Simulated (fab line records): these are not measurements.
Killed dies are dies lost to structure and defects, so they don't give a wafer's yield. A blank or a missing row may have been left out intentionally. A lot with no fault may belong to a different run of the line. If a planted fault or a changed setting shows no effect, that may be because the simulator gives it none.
fab line records	flow n5-finfet
record: lots: 24	wafers: 72	last-day: 18
route steps=1938 shown HKMG_FIN@432 GATE_CUT@467
lots that met no fault: from a run of the same line without faults
start-h: hours from the record's opening day to when the first of the lot's shown wafers began	wait-h: hours elapsed since this lot's preceding step	" repeats the value in the row above	L1.1+2: several wafers, shown together as one row	- either no value or no given start	* or withheld: withheld	< > ~ a bound
route shown NAME@n: NAME is a module with steps in the file, n the number in the route of the first one	usual: mean/standard deviation taken from wafers without a fault	same: alike in all rows	chamber/n: place in a boat	sites: the reading at each site	_std_site: how widely they spread, as a standard deviation	_edge_site: mean of outer sites minus mean of inner sites	radius-mm: how far each site lies from the wafer's centre	mask NAME#n: copy n	behind: the last tool/chamber to shape the wafer	hold: what put the lot on hold/how long, in hours/how the hold closed	device: which transistor (n, p or np) failed to switch	end of line: at the end of the route, the tests of the same wafers	where a step has no rows: the recipe by itself	killed: the dies lost at the first sort to structure and to defects; this is not the yield of the wafer	map: per-die view of a wafer (x killed, . not killed, _ where there is no die)
set.NAME: the setting as run; set.NAME@STEP: as run at that earlier step	model.NAME: the simulator's own value behind a step, which no gauge read
a sample of lots followed through the steps of the route, with each step as a table and each wafer as a row
services: when a tool's chamber went out of use (start-h, in hours from the record's first day, below 0 if earlier), for how many hours, and the reason
== steps ==
step: N5_HKMG_FIN_INSPECT_14
recipe: mode: adi	inspect-instrument: macro
usual: raw-defect-count: 1.9/1.4
lot.wafer	tool	chamber	start-h	wait-h	raw-defect-count
L076.1	defect-inspect-02	-	89.59	0.0	2
L076.3	"	-	"	"	1
L076.6	"	-	"	"	1
L075.2	defect-inspect-01	-	93.56	0.0	2
L075.4	"	-	"	"	1
L075.6	"	-	"	"	0
L077.1	defect-inspect-02	-	100.26	0.0	3
L077.3	"	-	"	"	0
L077.6	"	-	"	"	4
L078.3	defect-inspect-02	-	102.99	0.0	5
L078.4	"	-	"	"	1
L078.5	"	-	"	"	2
L074.1	defect-inspect-01	-	107.78	0.0	3
L074.5	"	-	"	"	1
L074.6	"	-	"	"	4
L079.3	defect-inspect-01	-	108.59	0.0	1
L079.4	"	-	"	"	1
L079.6	"	-	"	"	2
L080.1	defect-inspect-01	-	112.66	0.0	4
L080.3	"	-	"	"	4
L080.6	"	-	"	"	1
L081.2	defect-inspect-01	-	115.80	0.0	4
L081.3	"	-	"	"	2
L081.5	"	-	"	"	0
L082.1	defect-inspect-01	-	124.07	0.0	4
L082.2	"	-	"	"	3
L082.4	"	-	"	"	4
L083.1	defect-inspect-02	-	129.84	0.0	3
L083.2	"	-	"	"	0
L083.4	"	-	"	"	5
L084.1	defect-inspect-02	-	132.57	0.0	1
L084.2	"	-	"	"	1
L084.6	"	-	"	"	1
L085.2	defect-inspect-01	-	143.96	0.0	0
L085.3	"	-	"	"	1
L085.6	"	-	"	"	3
L086.1	defect-inspect-01	-	156.56	0.0	2
L086.3	"	-	"	"	1
L086.6	"	-	"	"	3
L087.1	defect-inspect-02	-	159.90	0.0	4
L087.3	"	-	"	"	1
L087.6	"	-	"	"	1
L088.2	defect-inspect-01	-	161.74	0.0	4
L088.3	"	-	"	"	4
L088.5	"	-	"	"	1
L090.1	defect-inspect-01	-	168.53	0.0	2
L090.4	"	-	"	"	3
L090.5	"	-	"	"	4
L089.2	defect-inspect-01	-	170.15	0.0	1
L089.3	"	-	"	"	2
L089.4	"	-	"	"	0
L091.3	defect-inspect-02	-	179.32	0.0	1
L091.5	"	-	"	"	3
L091.6	"	-	"	"	3
L092.3	defect-inspect-02	-	183.66	0.0	6
L092.4	"	-	"	"	1
L092.6	"	-	"	"	1
L093.1	defect-inspect-02	-	188.55	0.0	4
L093.2	"	-	"	"	1
L093.4	"	-	"	"	3
L094.1	defect-inspect-02	-	196.41	0.0	3
L094.2	"	-	"	"	1
L094.5	"	-	"	"	1
L095.2	defect-inspect-02	-	203.44	0.0	4
L095.3	"	-	"	"	2
L095.4	"	-	"	"	1
L096.2	defect-inspect-02	-	207.81	0.0	1
L096.3	"	-	"	"	1
L096.4	"	-	"	"	2
L097.2	defect-inspect-02	-	216.88	0.0	1
L097.4	"	-	"	"	1
L097.5	"	-	"	"	1
step: N5_HKMG_FIN_STRIP_92
recipe: chemistry: N2/H2	material: SOC	time-s: 20	power-w: 500	temp-c: 40	pressure-mtorr: 50	rf-frequency-hz: 6e+07	bias-power-w: 8	h2-frac: 0.5	n2-flow-sccm: 300	h2-flow-sccm: 300
usual: chamber-pressure-mTorr: 50.00/0.046	drypump-motor-current-A: 5.6/0.52	oes-product-au: 0.79/0.06	power-w: 499.8/1.6	rf-vpp-V: 54.4/0.88	showerhead-plenum-p-Torr: 3.40/0.11	throttle-valve-pct: 19.11/0.19
lot.wafer	tool	chamber	start-h	wait-h	chamber-pressure-mTorr	drypump-motor-current-A	oes-product-au	power-w	rf-hours-counter-h	rf-vpp-V	showerhead-plenum-p-Torr	throttle-valve-pct
L076.1	rie-diel-01	2	91.09	0.1	49.99	5.0	0.76	500.6	143	54.3	3.47	19.05
L076.3	"	0	"	"	49.92	6.3	0.83	502.3	64	54.1	3.43	19.08
L076.6	"	0	"	"	49.98	6.4	0.83	499.5	-	55.0	3.43	19.06
L075.2	rie-diel-03	2	94.23	0.1	50.06	5.4	0.79	501.5	79	52.2	3.38	18.91
L075.4	"	2	"	"	49.99	5.4	0.79	500.2	-	53.3	3.38	18.93
L075.6	"	3	"	"	50.03	6.4	0.73	497.9	-	54.2	3.22	19.31
L077.1	rie-diel-01	0	102.37	0.1	50.08	6.4	0.82	499.8	70	55.2	3.43	19.05
L077.3	"	1	"	"	50.04	5.3	0.91	499.9	18	55.5	3.43	18.72
L077.6	"	2	"	"	50.03	5.0	0.75	501.5	-	54.5	3.47	19.06
L078.3	rie-diel-01	0	105.18	0.1	50.00	6.4	0.82	502.4	72	53.7	3.42	19.08
L078.4	"	1	"	"	50.06	5.2	0.92	497.9	-	53.7	3.43	18.68
L078.5	"	0	"	"	50.02	6.4	0.83	499.6	-	54.7	3.42	19.06
L074.1	rie-diel-01	2	108.26	0.1	49.92	5.0	0.75	498.9	153	54.8	3.46	19.05
L074.5	"	0	"	"	50.05	6.3	0.82	500.7	-	54.1	3.42	19.06
L074.6	"	2	"	"	49.99	5.0	0.75	500.7	-	54.4	3.46	19.06
L079.3	rie-diel-03	2	109.17	0.1	49.98	5.3	0.78	500.4	89	55.1	3.38	18.96
L079.4	"	2	"	"	49.94	5.3	0.79	498.9	-	54.9	3.38	18.94
L079.6	"	0	"	"	49.99	5.7	0.79	499.6	-	55.1	3.53	19.08
L080.1	rie-diel-05	2	113.14	0.1	50.14	5.6	0.92	499.9	26	55.0	3.59	19.21
L080.3	"	1	"	"	49.97	5.7	0.89	500.0	51	54.5	3.29	19.57
L080.6	"	0	"	"	49.98	6.2	0.85	500.3	-	54.6	3.26	19.01
L081.2	rie-diel-03	0	116.28	0.1	50.02	5.7	0.78	500.8	118	55.6	3.53	19.09
L081.3	"	3	"	"	49.98	6.3	0.72	500.3	211	54.4	3.21	19.32
L081.5	"	0	"	"	49.97	5.7	0.78	501.4	-	54.7	3.53	19.09
L082.1	rie-diel-03	2	124.55	0.1	50.06	5.3	0.78	501.1	95	53.0	3.37	18.96
L082.2	"	0	"	"	50.08	5.7	0.78	499.9	121	54.9	3.52	19.09
L082.4	"	3	"	"	49.93	6.4	0.71	500.5	-	53.8	3.21	19.31
L083.1	rie-diel-03	2	130.47	0.1	50.03	5.3	0.77	498.3	98	54.3	3.37	18.96
L083.2	"	0	"	"	50.02	5.7	0.78	499.8	124	55.3	3.52	19.10
L083.4	"	0	"	"	49.98	5.7	0.78	497.5	-	52.8	3.52	19.08
L084.1	rie-diel-03	0	133.22	0.1	50.06	5.7	0.78	500.5	125	54.2	3.52	19.11
L084.2	"	2	"	"	49.91	5.3	0.77	497.8	100	53.6	3.37	18.98
L084.6	"	2	"	"	50.00	5.3	0.77	497.2	-	53.6	3.37	18.97
L085.2	rie-diel-05	3	144.44	0.1	49.96	4.6	0.85	498.6	50	54.4	3.54	18.98
L085.3	"	0	"	"	50.01	6.2	0.83	501.7	74	54.1	3.26	19.02
L085.6	"	0	"	"	50.08	6.2	0.83	500.9	-	54.0	3.26	19.00
L086.1	rie-diel-05	3	157.04	0.1	49.98	4.6	0.84	498.8	54	55.7	3.54	18.99
L086.3	"	2	"	"	50.08	5.6	0.90	501.3	39	55.5	3.58	19.23
L086.6	"	1	"	"	49.94	5.7	0.88	501.8	-	53.8	3.29	19.58
L087.1	rie-diel-01	0	160.38	0.1	50.04	6.4	0.80	499.4	93	54.0	3.41	19.10
L087.3	"	3	"	"	50.00	5.4	0.72	502.2	180	54.4	3.48	19.10
L087.6	"	0	"	"	50.08	6.4	0.81	498.1	-	53.6	3.41	19.11
L088.2	rie-diel-03	3	162.68	0.1	50.02	6.4	0.69	500.9	231	53.8	3.20	19.35
L088.3	"	2	"	"	49.96	5.3	0.75	498.9	112	54.3	3.37	18.98
L088.5	"	1	"	"	49.98	5.3	0.80	501.4	-	53.9	3.40	19.29
L090.1	rie-diel-03	3	169.02	0.1	49.99	6.4	0.70	499.6	233	52.8	3.20	19.35
L090.4	"	0	"	"	49.98	5.7	0.77	500.2	139	52.8	3.51	19.13
L090.5	"	1	"	"	50.05	5.2	0.81	496.5	-	52.8	3.40	19.27
L089.2	rie-diel-03	1	170.63	0.1	49.96	5.2	0.80	501.0	111	53.4	3.40	19.29
L089.3	"	0	"	"	49.99	5.7	0.77	498.6	140	55.5	3.51	19.13
L089.4	"	3	"	"	49.96	6.4	0.69	500.5	234	53.2	3.20	19.35
L091.3	rie-diel-03	0	179.81	0.1	50.00	5.7	0.77	499.5	143	56.0	3.51	19.13
L091.5	"	1	"	"	49.97	5.2	0.79	498.5	-	53.8	3.40	19.29
L091.6	"	0	"	"	50.10	5.7	0.76	498.5	-	54.2	3.51	19.12
L092.3	rie-diel-03	1	184.14	0.1	50.04	5.3	0.79	496.5	115	53.8	3.39	19.30
L092.4	"	3	"	"	50.04	6.3	0.70	500.3	238	54.1	3.19	19.36
L092.6	"	2	"	"	49.97	5.4	0.75	498.8	-	53.7	3.36	19.01
L093.1	rie-diel-01	1	189.03	0.1	49.97	5.2	0.85	498.6	53	53.2	3.41	18.75
L093.2	"	2	"	"	49.96	5.0	0.73	499.8	183	53.9	3.45	19.10
L093.4	"	3	"	"	50.00	5.4	0.71	499.2	192	55.5	3.47	19.12
L094.1	rie-diel-01	3	196.89	0.1	49.95	5.4	0.70	500.2	195	55.4	3.47	19.11
L094.2	"	1	"	"	49.94	5.2	0.84	500.8	56	54.6	3.41	18.75
L094.5	"	0	"	"	50.02	6.4	0.78	502.9	-	54.7	3.41	19.12
L095.2	rie-diel-05	2	203.98	0.1	50.00	5.6	0.87	500.2	58	56.0	3.57	19.28
L095.3	"	0	"	"	50.04	6.2	0.81	502.0	84	55.0	3.25	19.05
L095.4	"	1	"	"	50.02	5.7	0.85	501.8	79	54.8	3.28	19.60
L096.2	rie-diel-05	3	208.36	0.1	50.06	4.6	0.83	499.4	75	54.3	3.53	19.02
L096.3	"	1	"	"	50.03	5.7	0.86	499.0	81	54.1	3.28	19.62
L096.4	"	2	"	"	50.02	5.6	0.87	499.3	60	53.8	3.57	19.26
L097.2	rie-diel-03	1	217.36	0.1	50.03	5.3	0.78	497.3	128	54.3	3.39	19.31
L097.4	"	1	"	"	50.09	5.3	0.77	501.0	-	53.8	3.39	19.32
L097.5	"	0	"	"	50.01	5.7	0.75	501.1	-	55.7	3.50	19.14
step: N5_HKMG_FIN_W_FILL_22
recipe: material: W	target-thk-a: 600	temp-c: 400	pressure-torr: 39.4	time-s: 18.2
usual: heater-power-w: 810/69	throttle-valve-pct: 18.7/0.82
lot.wafer	tool	chamber	start-h	wait-h	heater-power-w	throttle-valve-pct
L076.1	cvd-w-01	0	94.74	0.0	715	19.8
L076.3	"	1	"	"	874	18.2
L076.6	"	1	"	"	856	18.0
L075.2	cvd-w-01	0	97.35	0.0	720	19.7
L075.4	"	1	"	"	867	18.0
L075.6	"	1	"	"	868	18.0
L077.1	cvd-w-02	0	105.70	0.0	793	17.7
L077.3	"	1	"	"	871	19.1
L077.6	"	1	"	"	883	18.8
L078.3	cvd-w-01	1	108.81	0.0	873	18.1
L078.4	"	0	"	"	718	19.8
L078.5	"	1	"	"	870	17.9
L074.1	cvd-w-02	1	111.46	0.0	878	18.5
L074.5	"	1	"	"	884	19.1
L074.6	"	0	"	"	805	17.6
L079.3	cvd-w-01	0	112.30	0.0	703	19.9
L079.4	"	1	"	"	858	18.2
L079.6	"	1	"	"	827	18.0
L080.1	cvd-w-02	1	116.37	0.0	877	18.8
L080.3	"	1	"	"	879	19.0
L080.6	"	1	"	"	851	18.7
L081.2	cvd-w-01	1	119.43	0.0	858	18.0
L081.3	"	0	"	"	716	20.1
L081.5	"	0	"	"	707	19.8
L082.1	cvd-w-01	0	127.99	0.0	720	19.6
L082.2	"	1	"	"	886	18.3
L082.4	"	1	"	"	860	18.0
L083.1	cvd-w-02	1	133.69	0.0	878	19.2
L083.2	"	0	"	"	786	17.6
L083.4	"	1	"	"	883	18.8
L084.1	cvd-w-01	1	136.42	0.0	839	18.3
L084.2	"	0	"	"	710	19.9
L084.6	"	1	"	"	868	18.3
L085.2	cvd-w-02	1	147.55	0.0	874	18.8
L085.3	"	0	"	"	808	18.1
L085.6	"	0	"	"	806	17.9
L086.1	cvd-w-01	1	160.39	0.0	858	18.5
L086.3	"	1	"	"	883	18.2
L086.6	"	0	"	"	715	19.9
L087.1	cvd-w-02	0	164.24	0.1	798	18.1
L087.3	"	0	"	"	817	17.9
L087.6	"	0	"	"	802	17.8
L088.2	cvd-w-02	0	166.15	0.1	810	17.9
L088.3	"	0	"	"	802	18.0
L088.5	"	0	"	"	807	17.8
L090.1	cvd-w-02	0	172.18	0.0	799	18.0
L090.4	"	0	"	"	796	18.0
L090.5	"	0	"	"	793	17.6
L089.2	cvd-w-01	0	173.82	0.0	743	20.0
L089.3	"	1	"	"	873	18.2
L089.4	"	0	"	"	706	19.8
L091.3	cvd-w-01	0	183.18	0.0	743	19.7
L091.5	"	0	"	"	706	19.9
L091.6	"	1	"	"	878	18.4
L092.3	cvd-w-01	0	187.37	0.0	706	19.9
L092.4	"	1	"	"	872	18.3
L092.6	"	1	"	"	877	18.5
L093.1	cvd-w-01	0	192.19	0.0	718	19.9
L093.2	"	1	"	"	862	18.2
L093.4	"	0	"	"	725	20.1
L094.1	cvd-w-02	1	200.14	0.0	892	18.9
L094.2	"	0	"	"	786	17.6
L094.5	"	1	"	"	900	18.7
L095.2	cvd-w-01	0	207.19	0.0	719	19.9
L095.3	"	1	"	"	904	18.3
L095.4	"	0	"	"	709	20.0
L096.2	cvd-w-02	0	211.61	0.0	819	17.9
L096.3	"	0	"	"	821	18.2
L096.4	"	1	"	"	890	19.2
L097.2	cvd-w-02	1	220.47	0.0	880	19.0
L097.4	"	1	"	"	893	19.2
L097.5	"	0	"	"	813	18.0
step: N5_GATE_CUT_ETCHBACK_30
recipe: chemistry: Cl2/Ar	target: TiN	target-depth-a: 30	mode: isotropic	pressure-mtorr: 10	icp-w: 600	bias-w: 60	Cl2_flow_sccm: 40	Ar_flow_sccm: 60
usual: chamber-pressure-mTorr: 10.001/0.0083	drypump-motor-current-A: 5.7/0.52	oes_ar_750_au: 0.75/0.13	oes-product-au: 0.76/0.12	throttle-valve-pct: 21.03/0.21
lot.wafer	tool	chamber	start-h	wait-h	chamber-pressure-mTorr	drypump-motor-current-A	oes_ar_750_au	oes-product-au	rf-hours-counter-h	throttle-valve-pct
L076.1	rie-metal-02	0	95.80	0.1	9.992	5.6	0.65	0.66	105	21.17
L076.3	"	0	"	"	10.002	5.6	0.64	0.66	-	21.19
L076.6	"	0	"	"	9.995	5.6	0.64	0.65	-	21.21
L075.2	rie-metal-03	0	98.42	0.1	9.989	6.4	0.71	0.71	76	21.28
L075.4	"	1	"	"	10.005	6.4	0.96	0.96	-	20.54
L075.6	"	1	"	"	10.011	6.4	0.96	0.97	-	20.54
L077.1	rie-metal-03	1	106.77	0.1	10.017	6.3	0.96	0.96	3	20.55
L077.3	"	0	"	"	10.004	6.4	0.70	0.70	-	21.29
L077.6	"	1	"	"	10.001	6.4	0.95	0.96	-	20.55
L078.3	rie-metal-01	1	109.87	0.0	10.019	5.8	0.89	0.88	-	21.22
L078.4	"	0	"	"	9.997	6.0	0.62	0.60	-	21.03
L078.5	"	0	"	"	9.997	6.0	0.62	0.60	-	21.04
L074.1	rie-metal-03	0	112.53	0.1	10.007	6.4	0.70	0.71	76	21.30
L074.5	"	0	"	"	10.002	6.4	0.70	0.72	-	21.31
L074.6	"	1	"	"	9.988	6.4	0.96	0.97	-	20.55
L079.3	rie-metal-01	0	113.37	0.0	9.996	6.0	0.61	0.60	-	21.05
L079.4	"	1	"	"	9.993	5.8	0.89	0.88	-	21.22
L079.6	"	1	"	"	10.000	5.8	0.90	0.88	-	21.22
L080.1	rie-metal-02	0	117.44	0.1	10.000	5.6	0.64	0.66	106	21.17
L080.3	"	0	"	"	9.997	5.6	0.64	0.66	-	21.18
L080.6	"	0	"	"	10.007	5.6	0.64	0.65	-	21.17
L081.2	rie-metal-02	0	120.49	0.1	10.008	5.6	0.64	0.66	106	21.18
L081.3	"	1	"	"	10.005	4.9	0.73	0.73	-	20.98
L081.5	"	1	"	"	9.997	5.0	0.74	0.74	-	20.97
L082.1	rie-metal-01	0	129.06	0.1	10.007	6.1	0.61	0.60	142	21.04
L082.2	"	1	"	"	9.998	5.8	0.88	0.87	19	21.23
L082.4	"	1	"	"	9.990	5.8	0.89	0.86	-	21.24
L083.1	rie-metal-03	1	134.76	0.1	10.002	6.4	0.93	0.94	6	20.57
L083.2	"	0	"	"	10.002	6.5	0.69	0.70	79	21.30
L083.4	"	0	"	"	9.994	6.5	0.69	0.71	-	21.29
L084.1	rie-metal-01	0	137.49	0.1	9.991	6.1	0.61	0.60	144	21.04
L084.2	"	1	"	"	9.994	5.8	0.88	0.87	21	21.21
L084.6	"	0	"	"	9.996	6.1	0.61	0.59	-	21.03
L085.2	rie-metal-02	0	148.61	0.1	10.006	5.6	0.64	0.65	109	21.18
L085.3	"	1	"	"	9.996	4.9	0.73	0.74	-	20.97
L085.6	"	1	"	"	10.010	5.0	0.73	0.74	-	20.96
L086.1	rie-metal-02	0	161.45	0.1	10.012	5.6	0.63	0.65	110	21.20
L086.3	"	1	"	"	10.000	4.9	0.72	0.73	-	20.98
L086.6	"	1	"	"	10.003	5.0	0.73	0.73	-	20.97
L087.1	rie-metal-03	1	165.33	0.1	10.002	6.4	0.91	0.91	8	20.58
L087.3	"	1	"	"	9.994	6.4	0.91	0.92	-	20.58
L087.6	"	1	"	"	10.011	6.4	0.91	0.92	-	20.58
L088.2	rie-metal-02	1	167.24	0.1	10.006	4.9	0.72	0.72	67	20.99
L088.3	"	0	"	"	10.000	5.6	0.64	0.65	-	21.19
L088.5	"	0	"	"	9.990	5.6	0.63	0.65	-	21.17
L090.1	rie-metal-02	1	173.25	0.1	10.007	5.0	0.73	0.73	68	20.96
L090.4	"	0	"	"	10.002	5.6	0.63	0.66	-	21.19
L090.5	"	0	"	"	9.998	5.6	0.64	0.66	-	21.18
L089.2	rie-metal-01	0	175.20	0.1	9.996	6.1	0.98	0.97	-	20.86
L089.3	"	0	"	"	10.001	6.1	0.98	0.97	-	20.87
L089.4	"	0	"	"	9.993	6.0	0.98	0.96	-	20.88
L091.3	rie-metal-01	0	184.47	0.1	10.007	6.1	0.96	0.96	-	20.88
L091.5	"	0	"	"	9.993	6.0	0.97	0.95	-	20.88
L091.6	"	0	"	"	9.993	6.0	0.96	0.95	-	20.86
L092.3	rie-metal-02	0	188.44	0.0	9.994	5.6	0.63	0.64	-	21.20
L092.4	"	1	"	"	10.007	5.0	0.72	0.73	-	20.98
L092.6	"	1	"	"	10.015	5.0	0.72	0.73	-	20.98
L093.1	rie-metal-02	0	193.26	0.1	9.993	5.6	0.63	0.65	113	21.19
L093.2	"	1	"	"	10.015	5.0	0.72	0.73	70	20.99
L093.4	"	0	"	"	10.001	5.6	0.63	0.65	-	21.20
L094.1	rie-metal-02	0	201.21	0.1	9.977	5.6	0.62	0.64	114	21.20
L094.2	"	1	"	"	10.003	5.0	0.71	0.73	71	20.97
L094.5	"	1	"	"	9.994	4.9	0.71	0.72	-	20.98
L095.2	rie-metal-02	0	208.25	0.1	10.012	5.6	0.62	0.64	115	21.21
L095.3	"	0	"	"	9.995	5.6	0.63	0.65	-	21.22
L095.4	"	1	"	"	10.003	4.9	0.71	0.73	-	20.98
L096.2	rie-metal-01	0	212.89	0.1	10.008	6.0	0.92	0.91	-	20.91
L096.3	"	0	"	"	9.994	6.1	0.92	0.90	-	20.90
L096.4	"	0	"	"	10.013	6.1	0.93	0.92	-	20.89
L097.2	rie-metal-02	0	221.53	0.1	9.991	5.6	0.62	0.64	116	21.20
L097.4	"	0	"	"	9.991	5.6	0.62	0.64	-	21.21
L097.5	"	0	"	"	9.988	5.6	0.63	0.64	-	21.22
step: N5_GATE_CUT_VAPOR_ETCH_60
recipe: chemistry: BCl3/Cl2	target: HfO2	mode: isotropic
usual: drypump-motor-current-A: 5.7/0.52	oes-product-au: 0.76/0.12
lot.wafer	tool	chamber	start-h	wait-h	drypump-motor-current-A	oes-product-au
L076.1	rie-metal-02	0	95.83	0.0	5.6	0.66
L076.3	"	0	"	"	5.6	0.65
L076.6	"	0	"	"	5.6	0.65
L075.2	rie-metal-03	0	98.45	0.0	6.4	0.71
L075.4	"	1	"	"	6.4	0.96
L075.6	"	1	"	"	6.4	0.95
L077.1	rie-metal-03	1	106.80	0.0	6.4	0.96
L077.3	"	0	"	"	6.4	0.72
L077.6	"	1	"	"	6.4	0.95
L078.3	rie-metal-01	1	109.90	0.0	5.8	0.87
L078.4	"	0	"	"	6.0	0.60
L078.5	"	0	"	"	6.1	0.59
L074.1	rie-metal-03	0	112.56	0.0	6.5	0.71
L074.5	"	0	"	"	6.4	0.71
L074.6	"	1	"	"	6.4	0.95
L079.3	rie-metal-01	0	113.40	0.0	6.0	0.60
L079.4	"	1	"	"	5.9	0.86
L079.6	"	1	"	"	5.9	0.87
L080.1	rie-metal-02	0	117.47	0.0	5.6	0.66
L080.3	"	0	"	"	5.6	0.65
L080.6	"	0	"	"	5.6	0.65
L081.2	rie-metal-02	0	120.52	0.0	5.6	0.65
L081.3	"	1	"	"	4.9	0.74
L081.5	"	1	"	"	5.0	0.74
L082.1	rie-metal-01	0	129.09	0.0	6.0	0.60
L082.2	"	1	"	"	5.8	0.86
L082.4	"	1	"	"	5.8	0.86
L083.1	rie-metal-03	1	134.79	0.0	6.4	0.92
L083.2	"	0	"	"	6.4	0.70
L083.4	"	0	"	"	6.4	0.71
L084.1	rie-metal-01	0	137.52	0.0	6.0	0.59
L084.2	"	1	"	"	5.8	0.85
L084.6	"	0	"	"	6.0	0.59
L085.2	rie-metal-02	0	148.64	0.0	5.6	0.64
L085.3	"	1	"	"	4.9	0.74
L085.6	"	1	"	"	5.0	0.73
L086.1	rie-metal-02	0	161.48	0.0	5.6	0.65
L086.3	"	1	"	"	5.0	0.74
L086.6	"	1	"	"	5.0	0.74
L087.1	rie-metal-03	1	165.36	0.0	6.4	0.90
L087.3	"	1	"	"	6.4	0.90
L087.6	"	1	"	"	6.4	0.91
L088.2	rie-metal-02	1	167.27	0.0	4.9	0.73
L088.3	"	0	"	"	5.6	0.64
L088.5	"	0	"	"	5.6	0.65
L090.1	rie-metal-02	1	173.28	0.0	4.9	0.73
L090.4	"	0	"	"	5.6	0.64
L090.5	"	0	"	"	5.6	0.64
L089.2	rie-metal-01	0	175.26	0.1	6.1	0.97
L089.3	"	0	"	"	6.0	0.97
L089.4	"	0	"	"	6.1	0.97
L091.3	rie-metal-01	0	184.53	0.1	6.1	0.94
L091.5	"	0	"	"	6.1	0.95
L091.6	"	0	"	"	6.0	0.94
L092.3	rie-metal-02	0	188.47	0.0	5.6	0.64
L092.4	"	1	"	"	5.0	0.72
L092.6	"	1	"	"	5.0	0.73
L093.1	rie-metal-02	0	193.29	0.0	5.6	0.64
L093.2	"	1	"	"	4.9	0.73
L093.4	"	0	"	"	5.6	0.65
L094.1	rie-metal-02	0	201.24	0.0	5.6	0.64
L094.2	"	1	"	"	4.9	0.72
L094.5	"	1	"	"	5.0	0.72
L095.2	rie-metal-02	0	208.28	0.0	5.6	0.64
L095.3	"	0	"	"	5.6	0.64
L095.4	"	1	"	"	4.9	0.73
L096.2	rie-metal-01	0	212.95	0.1	6.1	0.91
L096.3	"	0	"	"	6.1	0.90
L096.4	"	0	"	"	6.1	0.91
L097.2	rie-metal-02	0	221.56	0.0	5.6	0.63
L097.4	"	0	"	"	5.6	0.63
L097.5	"	0	"	"	5.6	0.64
step: N5_GATE_CUT_HM_DEP_46
recipe: material: SiO2	target-thk-a: 1300	temp-c: 400	precursor: TEOS/O2	pressure-torr: 6.5	rf-w: 900	teos-flow-sccm: 161.4	gas: O2	flow-sccm: 2650	time-s: 26.6
usual: heater-power-w: 550/100	showerhead-plenum-p-Torr: 8.35/0.031	throttle-valve-pct: 18.6/0.96
lot.wafer	tool	chamber	start-h	wait-h	heater-power-w	showerhead-plenum-p-Torr	throttle-valve-pct
L076.1	pecvd-02	2	99.23	0.0	401	8.38	17.5
L076.3	"	1	"	"	655	8.35	18.9
L076.6	"	2	"	"	399	8.35	17.4
L075.2	pecvd-02	1	102.49	0.0	656	8.35	18.8
L075.4	"	1	"	"	652	8.36	19.1
L075.6	"	0	"	"	646	8.35	18.0
L077.1	pecvd-02	1	109.78	0.0	659	8.36	18.8
L077.3	"	0	"	"	604	8.35	17.9
L077.6	"	0	"	"	598	8.35	18.1
L078.3	pecvd-04	1	112.86	0.0	482	8.43	21.3
L078.4	"	0	"	"	466	8.35	19.0
L078.5	"	2	"	"	715	8.36	18.8
L074.1	pecvd-01	0	115.74	0.0	685	8.40	18.9
L074.5	"	1	"	"	617	8.32	19.2
L074.6	"	2	"	"	454	8.32	18.1
L079.3	pecvd-01	2	116.55	0.0	501	8.32	18.0
L079.4	"	1	"	"	625	8.31	19.7
L079.6	"	0	"	"	630	8.39	19.1
L080.1	pecvd-02	2	120.97	0.0	443	8.36	17.4
L080.3	"	1	"	"	646	8.36	18.7
L080.6	"	1	"	"	650	8.36	19.1
L081.2	pecvd-02	2	123.50	0.0	342	8.34	17.2
L081.3	"	0	"	"	624	8.34	18.0
L081.5	"	0	"	"	651	8.34	18.0
L082.1	pecvd-02	1	132.07	0.0	662	8.35	18.7
L082.2	"	2	"	"	341	8.34	17.5
L082.4	"	1	"	"	653	8.34	18.8
L083.1	pecvd-01	1	137.76	0.0	615	8.28	19.4
L083.2	"	2	"	"	562	8.29	18.4
L083.4	"	1	"	"	606	8.31	19.3
L084.1	pecvd-01	0	140.48	0.0	717	8.37	19.0
L084.2	"	1	"	"	655	8.30	19.2
L084.6	"	1	"	"	659	8.30	19.2
L085.2	pecvd-04	2	151.64	0.0	562	8.33	19.0
L085.3	"	1	"	"	455	8.42	22.0
L085.6	"	1	"	"	467	8.41	21.8
L086.1	pecvd-02	2	164.45	0.0	427	8.34	17.3
L086.3	"	1	"	"	665	8.35	19.1
L086.6	"	0	"	"	580	8.36	18.1
L087.1	pecvd-02	0	168.38	0.0	511	8.33	18.3
L087.3	"	2	"	"	430	8.35	17.3
L087.6	"	2	"	"	452	8.35	17.6
L088.2	pecvd-02	0	170.62	0.0	557	8.33	18.0
L088.3	"	1	"	"	551	8.33	18.8
L088.5	"	2	"	"	423	8.37	17.6
L090.1	pecvd-02	2	176.46	0.0	385	8.37	17.7
L090.4	"	1	"	"	691	8.35	18.7
L090.5	"	0	"	"	591	8.35	18.1
L089.2	pecvd-01	1	178.61	0.0	618	8.30	19.2
L089.3	"	2	"	"	562	8.31	18.4
L089.4	"	2	"	"	561	8.33	18.4
L091.3	pecvd-01	1	187.58	0.1	538	8.32	19.2
L091.5	"	2	"	"	544	8.32	18.1
L091.6	"	1	"	"	555	8.33	19.0
L092.3	pecvd-02	1	191.96	0.0	568	8.31	18.9
L092.4	"	1	"	"	573	8.35	18.7
L092.6	"	2	"	"	371	8.35	17.4
L093.1	pecvd-02	0	196.27	0.0	555	8.34	17.9
L093.2	"	2	"	"	370	8.38	17.7
L093.4	"	0	"	"	555	8.33	18.3
L094.1	pecvd-04	0	204.20	0.0	427	8.33	18.6
L094.2	"	1	"	"	478	8.40	21.3
L094.5	"	2	"	"	716	8.32	19.0
L095.2	pecvd-01	1	211.57	0.0	617	8.31	19.4
L095.3	"	0	"	"	659	8.40	19.2
L095.4	"	2	"	"	495	8.33	18.6
L096.2	pecvd-01	2	215.95	0.0	485	8.31	18.6
L096.3	"	0	"	"	587	8.40	19.1
L096.4	"	2	"	"	496	8.32	18.2
L097.2	pecvd-04	2	224.53	0.0	597	8.36	18.8
L097.4	"	0	"	"	388	8.32	18.9
L097.5	"	2	"	"	621	8.35	19.1
== services ==
tool	chamber	start-h	hours	kind
rie-diel-01	-	73.72	1.2	repair
rie-diel-01	1	77.18	4.7	repair
pecvd-01	2	81.03	7.9	repair
rie-diel-01	3	100.79	8.7	repair
pecvd-01	0	134.96	5.5	scheduled-down
rie-diel-01	-	135.57	0.8	repair
rie-diel-05	1	148.75	2.2	repair
rie-diel-05	0	152.80	25.5	repair
rie-metal-01	0	153.39	-	clean
rie-metal-01	0	153.39	13.0	scheduled-down
rie-metal-01	0	153.39	13.0	vent-cycle
cvd-w-02	1	155.02	14.4	repair
pecvd-01	-	158.13	4.3	repair
rie-diel-05	1	160.48	5.4	repair
pecvd-04	2	168.49	7.5	repair
rie-diel-01	0	168.70	6.0	repair
rie-metal-01	1	173.00	50.6	repair
cvd-w-02	-	196.62	1.5	repair
cvd-w-01	-	209.99	1.1	repair
rie-diel-03	3	216.77	-	clean
rie-diel-03	3	216.77	-	consumable-replace:focus-ring
rie-diel-03	3	216.77	-	consumable-replace:showerhead
rie-diel-03	3	216.77	18.6	scheduled-down
rie-diel-03	3	216.77	18.6	vent-cycle
== key ==
fault none
